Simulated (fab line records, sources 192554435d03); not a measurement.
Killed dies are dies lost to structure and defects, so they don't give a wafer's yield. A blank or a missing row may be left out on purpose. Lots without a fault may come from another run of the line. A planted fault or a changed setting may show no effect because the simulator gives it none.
One fault seen from 3 desks | flow n5_finfet | each desk has only its own numbers; what lay behind them comes last

THE TOOL OWNER'S DESK: rie_diel-03
The tool's own readings at N5_PASSIVATION_PASS_ETCH_74 (etches SiNx in CF4/O2, target depth 220 nm, time 110 s): means of the sampled wafers that have a number, for each lot that ran on this tool. A lot is out of limits, marked OUT, if its mean lies more than 4 standard deviations from the usual mean; the brackets give that distance.
Columns: A = chamber_pressure_mTorr at N5_PASSIVATION_PASS_ETCH_74, usual 39.99 mTorr; B = drypump_motor_current_A at N5_PASSIVATION_PASS_ETCH_74, usual 5.5 A; C = oes_ar_750_au at N5_PASSIVATION_PASS_ETCH_74, usual 0.75 a.u.; D = oes_product_au at N5_PASSIVATION_PASS_ETCH_74, usual 0.74 a.u.; E = rf_vpp_V at N5_PASSIVATION_PASS_ETCH_74, usual 240 V; F = showerhead_plenum_p_Torr at N5_PASSIVATION_PASS_ETCH_74, usual 2.22 Torr; G = throttle_valve_pct at N5_PASSIVATION_PASS_ETCH_74, usual 16.15 %
lot  | first seen here | A     | B   | C    | D    | E   | F    | G
L466 | day 13 13:18    | 40.02 | 5.5 | 0.72 | 0.72 | 238 | 2.22 | 16.30
L475 | day 15 17:25    | 39.97 | 5.6 | 0.71 | 0.82 | 241 | 2.23 | 16.32
L474 | day 16 07:29    | 40.03 | 5.5 | 0.71 | 0.94 | 240 | 2.23 | 16.36
This desk's finding: nothing out of limits on any of the 3 lots.

THE METROLOGY DESK
What the gauges read, lot by lot, whatever tool the lot ran on: means of the sampled wafers that have a number. A lot is out of limits, marked OUT, if its mean lies more than 4 standard deviations from the usual mean; the brackets give that distance.
Columns: A = cd_nm at N5_PASSIVATION_CD_MEAS_10, usual 2999.5 nm; B = TV_OVL at N5_PASSIVATION_OVL_MEAS_60, usual -6 nm
lot  | first seen here | A      | B
L461 | day 12 12:03    | 3000.2 | -6
L466 | day 13 12:59    | 2998.3 | -13
L475 | day 15 16:17    | 2994.4 | -12
L472 | day 16 00:49    | 2999.6 | -6
L474 | day 16 07:20    | 3001.4 | -12
L483 | day 17 23:22    | 3000.4 | -6
This desk's finding: nothing out of limits on any of the 6 lots.

THE DEFECT DESK
What the inspections along the route counted, lot by lot: means of the sampled wafers that have a number. A lot is out of limits, marked OUT, if its mean lies more than 4 standard deviations from the usual mean; the brackets give that distance.
Columns: A = raw_defect_count at N5_PASSIVATION_INSPECT_61, usual 2.2
lot  | first seen here | A
L461 | day 12 12:06    | 2.0
L466 | day 13 13:03    | 1.3
L475 | day 15 16:20    | 1.0
L472 | day 16 00:52    | 2.0
L474 | day 16 07:23    | 2.0
L483 | day 17 23:26    | 2.7
This desk's finding: nothing out of limits on any of the 6 lots.

PUT TOGETHER
The tool owner's desk saw nothing out of limits.
The metrology desk saw nothing out of limits.
The defect desk saw nothing out of limits.

WHAT THE SIMULATOR HAD PUT IN
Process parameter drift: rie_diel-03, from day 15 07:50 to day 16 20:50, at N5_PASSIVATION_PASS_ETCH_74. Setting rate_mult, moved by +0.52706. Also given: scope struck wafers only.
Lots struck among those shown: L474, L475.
